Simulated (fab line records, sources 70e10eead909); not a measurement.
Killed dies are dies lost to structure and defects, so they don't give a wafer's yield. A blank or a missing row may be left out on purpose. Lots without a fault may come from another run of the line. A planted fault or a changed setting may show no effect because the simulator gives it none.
A struck lot beside a sound one | flow nand_harc | 13 steps out of a route of 1159
Sound: wafers L829.1, L829.5, L829.6. Struck: wafers L842.2, L842.3, L842.4. The cause comes at the end.
At each step with rows: each side's tool, then ch and its chambers, then its first start. Under that, the readings that differ: sound wafers | struck wafers | difference of the means | sigmas: that difference in standard deviations of wafers without a fault.
alike: readings whose means differ by less than 2 such deviations, and words and numbers that are the same on both sides. not compared: withheld readings, readings that some wafer has no value for, bounds like >300 that may hide the same value, and numbers for which the record gives no deviation and whose values overlap.
The two part at a step that has a row with sigmas, a row that says differs or no value, or rows on one side only. Numbers that don't overlap but have no deviation are shown without sigmas and don't part them. A reading that every wafer of one side lacks parts them only if that side has two wafers or more.

NHARC_A_SLIT_ETCH_26: etches the open film in C4F8/O2/Ar, time 90 s, target depth 400 nm.
  sound on har_etch-02 ch 0,1, day 14 03:53; struck on har_etch-01 ch 0,1, day 17 18:16
  alike: drypump_motor_current_A, he_backside_leak_sccm, showerhead_plenum_p_Torr, throttle_valve_pct
  not compared: rf_hours_counter_h
then, 1 step without rows for these wafers: NHARC_A_SLIT_STRIP_28 (strips in O2/COS).
NHARC_A_SLIT_ETCH_29: etches the open film in CF4/O2, target depth 100 nm, overetch 10 nm, time 55 s.
  sound on rie_diel-04 ch 0,1, day 14 04:30; struck on rie_diel-11 ch 0,2,3, day 17 18:51
  alike: drypump_motor_current_A, oes_f_703_au, oes_product_au, rf_vpp_V, showerhead_plenum_p_Torr, throttle_valve_pct
  not compared: rf_hours_counter_h
NHARC_A_SLIT_STRIP_18: strips in O2.
  sound on rie_diel-04 ch 2,3; struck on rie_diel-11 ch 0,2,3
  alike: drypump_motor_current_A, oes_product_au, rf_vpp_V, showerhead_plenum_p_Torr, throttle_valve_pct
  not compared: rf_hours_counter_h
then, 2 steps without rows for these wafers: NHARC_A_SLIT_PRECLEAN_19 (cleans in SC1); NHARC_A_SLIT_SRD_20.
NHARC_A_SLIT_CD_MEAS_21:
  sound on cd_sem-02, day 14 05:01; struck on cd_sem-03, day 17 19:23
  reading    | sound             | struck            | difference | sigmas
  cd_nm (nm) | 291.8 291.3 290.9 | 289.1 290.7 288.7 | -1.8       | -2
then, 3 steps without rows for these wafers: NHARC_A_SIN_REMOVE_WET_00 (chemistry H3PO4, time 15300 s); NHARC_A_SIN_REMOVE_PRECLEAN_01 (cleans in SC1); NHARC_A_SIN_REMOVE_SRD_02.
NHARC_A_SIN_REMOVE_INSPECT_04:
  sound on defect_inspect-01, day 14 12:47; struck on defect_inspect-02, day 18 03:03
  alike: raw_defect_count
NHARC_A_WL_FILL_ALD_00: deposits Al2O3, target thk 3 nm, pulse time 3 s, ald cycles 30.
  sound on ald_hk-02 ch 0,1, day 14 14:35; struck on ald_hk-02 ch 0,1,2, day 18 03:07
  no value came back on the struck wafers for ald_cycles, heater_power_outer_w (W), heater_power_w (W), precursor_pulse_height_rel; on the sound wafers ald_cycles reads 30 30 30
NHARC_A_WL_FILL_RTA_01: time 5 s.
  sound on rtp_anneal-02 ch 0, day 14 14:51; struck on rtp_anneal-01 ch 0, day 18 03:24
  alike: lamp_power_pct, lamp_zone_1_pct, lamp_zone_4_pct, wafer_temp_C_max

WHERE THEY PART
First at NHARC_A_SLIT_CD_MEAS_21; last, within this record, at NHARC_A_WL_FILL_ALD_00. Later steps at which nothing parts them and some readings are alike: NHARC_A_WL_FILL_RTA_01.

WHY: what the simulator had put in
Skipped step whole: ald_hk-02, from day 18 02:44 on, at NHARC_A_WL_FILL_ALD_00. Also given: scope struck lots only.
